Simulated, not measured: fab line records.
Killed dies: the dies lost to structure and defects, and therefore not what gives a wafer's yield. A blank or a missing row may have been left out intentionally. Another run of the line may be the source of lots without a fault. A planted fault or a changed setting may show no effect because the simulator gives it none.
fab line records | flow n5Finfet
[record] lots = 14 wafers = 42 lastDay = 20
route steps=1938 shown BEOL_M14@1727
lots with no fault: from the same line, run without faults
startH: the number of hours between the record's first day and the start of the first shown wafer of the lot | waitH: hours elapsed since this lot's preceding step | " repeats the value in the row above | L1.1+2: one row covering several wafers at once | - no value present, or no start provided | * or withheld: withheld | < > ~ a bound
route shown NAME@n: a module of which the file shows steps, and the number in the route of the first | usual: average and standard deviation across the fault-free wafers | same: alike in all rows | chamber/n: place in a boat | sites: readings site by site | _std_site: standard deviation across them | _edge_site: outer sites' mean less inner sites' | radiusMm: how far each site lies from the wafer's centre | mask NAME#n: copy n | behind: tool/chamber where the wafer was last shaped | hold: cause of the lot's hold/its duration in hours/its outcome | device: transistor that didn't switch, given as n, p or np | end of line: the route-end tests of the same wafers | where a step has no rows: the recipe by itself | killed: count of dies lost to structure and defects at first sort (not the wafer's yield) | map: per-die view of a wafer (x killed, . not killed, _ where there is no die)
set.NAME: the setting as run; set.NAME@STEP: as run at that earlier step | model.NAME: the simulator's own value behind a step, which no gauge read
steps of the route over a sample of lots; a table a step, a row a wafer
services: a tool's chamber out of use, with start hour (startH, from the record's first day; less than 0 if before it), hours out, and reason
[[steps]]
[step N5_BEOL_M14_OVL_MEAS_11]
[recipe] pointsPerWafer = 44
[usual] V13_OVL = 4/5.4
// columns lot.wafer tool chamber startH waitH V13_OVL[nm]
L745.3 overlay-02 0 280.89 0.0 2
L745.4 " 0 " " 5
L745.5 " 0 " " 2
L746.2 overlay-01 0 313.08 0.0 3
L746.4 " 0 " " -4
L746.6 " 0 " " 2
L749.1 overlay-02 0 338.48 0.0 2
L749.3 " 0 " " -2
L749.4 " 0 " " 1
L751.1 overlay-01 0 343.25 0.0 5
L751.2 " 0 " " 1
L751.5 " 0 " " 6
L752.1 overlay-01 0 349.24 0.0 -3
L752.3 " 0 " " -4
L752.4 " 0 " " 5
L754.1 overlay-02 0 349.76 0.0 1
L754.5 " 0 " " 2
L754.6 " 0 " " 6
L756.3 overlay-01 0 377.05 0.0 3
L756.4 " 0 " " -1
L756.6 " 0 " " 6
L759.3 overlay-02 0 386.97 0.0 -3
L759.5 " 0 " " -6
L759.6 " 0 " " -1
L762.1 overlay-01 0 404.80 0.0 6
L762.3 " 0 " " 7
L762.4 " 0 " " -5
L764.3 overlay-01 0 407.79 0.0 -3
L764.5 " 0 " " -3
L764.6 " 0 " " -6
L768.1 overlay-01 0 431.98 0.0 4
L768.2 " 0 " " 5
L768.6 " 0 " " 3
L767.1 overlay-02 0 434.64 0.0 10
L767.3 " 0 " " 6
L767.6 " 0 " " 6
L765.1 overlay-02 0 451.29 0.0 2
L765.2 " 0 " " 0
L765.6 " 0 " " 8
L766.1 overlay-02 0 455.63 0.0 -3
L766.4 " 0 " " -8
L766.6 " 0 " " -6
[step N5_BEOL_M14_DESCUM_15]
[recipe] chemistry = O2 timeS = 7.9 sourcePowerW = 50 biasPowerW = 20 pressureMtorr = 20 rfFrequencyHz = 2.712e+07 tempC = 40 o2FlowSccm = 225
[usual] drypumpMotorCurrentA = 5.8/0.42 oesProductAu = 0.81/0.098 rfVppV = 243.1/1.1 showerheadPlenumPTorr = 2.08/0.037 throttleValvePct = 20.32/0.22
// columns lot.wafer tool chamber startH waitH drypumpMotorCurrentA oesProductAu rfHoursCounterH rfVppV showerheadPlenumPTorr throttleValvePct
L745.3 rieDiel-05 2 281.04 0.1 5.7 0.70 235 243.2 2.07 20.33
L745.4 " 3 " " 5.5 0.71 204 243.7 2.16 20.37
L745.5 " 0 " " 6.1 0.72 - 243.5 2.09 20.49
L746.2 rieDiel-04 3 313.13 0.0 5.3 0.95 10 243.7 2.13 20.23
L746.4 " 0 " " 6.0 0.91 - 242.5 2.05 20.02
L746.6 " 3 " " 5.3 0.95 - 242.3 2.13 20.23
L749.1 rieDiel-05 1 338.54 0.0 6.3 0.80 94 242.2 2.03 20.23
L749.3 " 3 " " 5.5 0.70 225 245.1 2.15 20.39
L749.4 " 0 " " 6.1 0.70 - 242.1 2.08 20.53
L751.1 rieDiel-02 3 343.33 0.1 5.8 0.90 28 244.8 2.12 20.22
L751.2 " 0 " " 6.2 0.78 126 243.8 2.10 20.47
L751.5 " 2 " " 4.9 0.68 - 243.1 2.07 20.77
L752.1 rieDiel-02 0 349.29 0.0 6.2 0.78 128 242.7 2.10 20.47
L752.3 " 2 " " 4.8 0.69 231 243.0 2.07 20.75
L752.4 " 3 " " 5.9 0.90 30 243.4 2.12 20.21
L754.1 rieDiel-02 0 350.19 0.4 6.2 0.77 128 241.8 2.10 20.48
L754.5 " 1 " " 5.7 0.68 - 242.6 2.05 20.56
L754.6 " 2 " " 4.9 0.69 - 241.5 2.07 20.79
L756.3 rieDiel-05 2 377.24 0.2 5.7 0.94 7 242.4 2.06 19.96
L756.4 " 3 " " 5.5 0.69 243 244.1 2.14 20.42
L756.6 " 3 " " 5.5 0.68 - 245.0 2.14 20.42
L759.3 rieDiel-04 0 387.03 0.0 6.0 0.85 46 243.0 2.04 20.05
L759.5 " 1 " " 5.3 0.90 - 244.3 2.13 20.04
L759.6 " 2 " " 6.3 0.98 - 242.3 2.06 20.18
L762.1 rieDiel-04 2 404.86 0.0 6.2 0.95 10 242.2 2.06 20.20
L762.3 " 1 " " 5.3 0.87 36 245.9 2.12 20.03
L762.4 " 2 " " 6.2 0.95 - 240.4 2.06 20.20
L764.3 rieDiel-05 0 407.99 0.2 6.1 0.68 216 243.6 2.07 20.57
L764.5 " 1 " " 6.3 0.77 - 242.9 2.02 20.27
L764.6 " 2 " " 5.7 0.92 - 243.6 2.06 19.99
L768.1 rieDiel-05 1 432.04 0.0 6.3 0.76 133 242.5 2.02 20.28
L768.2 " 3 " " 5.5 0.98 4 243.0 2.14 20.09
L768.6 " 3 " " 5.5 0.97 - 244.2 2.14 20.10
L767.1 rieDiel-04 3 434.69 0.0 5.3 0.86 53 244.1 2.12 20.31
L767.3 " 1 " " 5.3 0.86 46 244.3 2.12 20.06
L767.6 " 1 " " 5.3 0.87 - 245.0 2.12 20.06
L765.1 rieDiel-04 0 451.71 0.4 6.0 0.81 67 242.8 2.04 20.10
L765.2 " 1 " " 5.3 0.85 51 244.4 2.12 20.05
L765.6 " 1 " " 5.3 0.85 - 244.6 2.12 20.06
L766.1 rieDiel-04 0 455.84 0.2 6.0 0.83 68 242.4 2.03 20.09
L766.4 " 2 " " 6.2 0.92 27 242.2 2.05 20.22
L766.6 " 3 " " 5.3 0.86 - 245.8 2.12 20.30
[step N5_BEOL_M14_EXPOSE_25]
[recipe] maskId = M14 na = 0.8 sourceShape = annular sigmaInner = 0.5 sigmaOuter = 0.8 polarization = unpolarized targetCdNm = 280 doseMj = 26.6
[usual] exposureDoseMJCm2 = 26.89/0.27 focusOffsetNm = -0.1/0.5
// columns lot.wafer tool chamber startH waitH mask exposureDoseMJCm2 focusOffsetNm
L745.3 krfScanner-01 0 281.65 - M14#0 27.08 0.8
L745.4 " 0 " " M14#0 27.15 0.8
L745.5 " 0 " " M14#0 27.13 0.1
L746.2 krfScanner-01 0 313.86 - M14#0 27.15 0.1
L746.4 " 0 " " M14#0 27.18 -0.2
L746.6 " 0 " " M14#0 27.19 0.7
L749.1 krfScanner-02 0 339.13 - M14#0 26.57 -1.0
L749.3 " 0 " " M14#0 26.58 -0.5
L749.4 " 0 " " M14#0 26.56 0.0
L751.1 krfScanner-01 0 344.04 - M14#0 27.16 -0.2
L751.2 " 0 " " M14#0 27.18 0.1
L751.5 " 0 " " M14#0 27.16 0.2
L752.1 krfScanner-01 0 349.89 - M14#0 27.12 0.2
L752.3 " 0 " " M14#0 27.09 -0.4
L752.4 " 0 " " M14#0 27.12 0.2
L754.1 krfScanner-02 0 350.91 - M14#0 26.62 0.5
L754.5 " 0 " " M14#0 26.64 0.2
L754.6 " 0 " " M14#0 26.59 0.7
L756.3 krfScanner-01 - 377.97 - M14#0 - -
L756.4 " - " " M14#0 - -
L756.6 " - " " M14#0 - -
L759.3 krfScanner-02 - 387.76 - M14#0 - -
L759.5 " - " " M14#0 - -
L759.6 " - " " M14#0 - -
L762.1 krfScanner-01 0 405.57 - M14#0 27.15 -0.6
L762.3 " 0 " " M14#0 27.14 -0.5
L762.4 " 0 " " M14#0 27.15 -0.1
L764.3 krfScanner-01 0 408.59 - M14#0 27.18 0.4
L764.5 " 0 " " M14#0 27.16 0.7
L764.6 " 0 " " M14#0 27.16 0.1
L768.1 krfScanner-02 0 432.76 - M14#0 26.59 0.4
L768.2 " 0 " " M14#0 26.57 0.1
L768.6 " 0 " " M14#0 26.59 0.9
L767.1 krfScanner-02 0 435.28 - M14#0 26.55 -1.1
L767.3 " 0 " " M14#0 26.57 -0.7
L767.6 " 0 " " M14#0 26.57 -0.7
L765.1 krfScanner-01 0 452.30 - M14#0 27.12 -0.6
L765.2 " 0 " " M14#0 27.12 0.0
L765.6 " 0 " " M14#0 27.10 -0.3
L766.1 krfScanner-02 0 456.55 - M14#0 26.61 -0.7
L766.4 " 0 " " M14#0 26.58 -0.1
L766.6 " 0 " " M14#0 26.63 -0.5
[step N5_BEOL_M14_CD_MEAS_28]
[recipe] targetCdNm = 284.4 landingEnergyEv = 500 detector = seInlens
[usual] cdNm = 284.9/1.1
// columns lot.wafer tool chamber startH waitH cdNm
L745.3 cdSem-01 0 281.81 - 285.6
L745.4 " 0 " " 283.8
L745.5 " 0 " " 286.1
L746.2 cdSem-01 0 314.02 - 287.5
L746.4 " 0 " " 286.3
L746.6 " 0 " " 286.9
L749.1 cdSem-02 0 339.30 - 283.2
L749.3 " 0 " " 286.1
L749.4 " 0 " " 284.7
L751.1 cdSem-03 0 344.21 - 285.4
L751.2 " 0 " " 285.2
L751.5 " 0 " " 285.4
L752.1 cdSem-02 0 350.06 - 285.1
L752.3 " 0 " " 283.8
L752.4 " 0 " " 284.5
L754.1 cdSem-03 0 351.08 - 287.2
L754.5 " 0 " " 286.2
L754.6 " 0 " " 287.2
L756.3 cdSem-03 0 378.13 - -
L756.4 " 0 " " -
L756.6 " 0 " " -
L759.3 cdSem-03 0 387.92 - -
L759.5 " 0 " " -
L759.6 " 0 " " -
L762.1 cdSem-03 0 405.74 - 288.0
L762.3 " 0 " " 286.8
L762.4 " 0 " " 285.8
L764.3 cdSem-03 0 408.75 - 287.0
L764.5 " 0 " " 285.1
L764.6 " 0 " " 286.6
L768.1 cdSem-01 0 432.94 - 283.7
L768.2 " 0 " " 284.9
L768.6 " 0 " " 285.2
L767.1 cdSem-01 0 435.46 - 284.0
L767.3 " 0 " " 285.7
L767.6 " 0 " " 285.2
L765.1 cdSem-01 0 452.47 - 284.8
L765.2 " 0 " " 285.4
L765.6 " 0 " " 285.2
L766.1 cdSem-02 0 456.72 - 284.9
L766.4 " 0 " " 283.7
L766.6 " 0 " " 284.5
[[services]]
// columns tool chamber startH hours kind
rieDiel-04 2 263.68 2.8 repair
krfScanner-02 - 267.44 7.2 pm
krfScanner-02 - 274.64 4.0 pm
rieDiel-04 - 278.67 4.3 pm
rieDiel-05 1 302.74 4.3 repair
rieDiel-02 2 303.28 3.9 repair
krfScanner-01 - 308.50 3.6 pm
krfScanner-01 - 315.93 1.3 pm
krfScanner-02 - 331.02 0.3 repair
krfScanner-01 - 355.13 4.0 pm
rieDiel-02 2 364.20 19.8 repair
rieDiel-02 1 387.70 4.1 repair
krfScanner-01 - 391.17 1.0 pm
krfScanner-02 - 391.45 0.8 repair
rieDiel-04 3 393.95 5.8 repair
rieDiel-04 0 402.36 3.0 repair
krfScanner-01 - 409.68 0.8 pm
krfScanner-02 - 410.43 1.3 pm
krfScanner-02 - 412.42 0.8 pm
krfScanner-02 - 415.70 1.0 pm
rieDiel-02 - 419.96 0.5 repair
rieDiel-02 - 438.94 0.8 repair
krfScanner-01 - 451.61 0.4 repair
rieDiel-02 1 453.70 15.3 repair
[[key]]
[firstSign] step = N5_BEOL_M14_EXPOSE_25 reading = toolRecord direction = missing
effect none on later readings
metAt N5_BEOL_M14_EXPOSE_25
struckLots L756,L759
laterRowsLeftOut L756.3,L756.4,L756.6,L759.3,L759.5,L759.6
sortLeftOut L756.3,L756.4,L756.6,L759.3,L759.5,L759.6
notActingAt N5_BEOL_M14_OVL_MEAS_11,N5_BEOL_M14_DESCUM_15,N5_BEOL_M14_CD_MEAS_28
onsetBetween 350.91 377.97
[fault] kind = skippedStepWhole tool = krfScanner-01,krfScanner-02 chamber = - onsetH = 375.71 steps = N5_BEOL_M14_EXPOSE_25 scope = struckLotsOnly
// sortLeftOut: the simulated sort isn't trusted on such a fault, so these wafers' sort isn't shown, and their yield isn't known
// laterRowsLeftOut: the simulator's readings of these wafers behind a module that went badly wrong aren't trusted and aren't shown, but for the sort
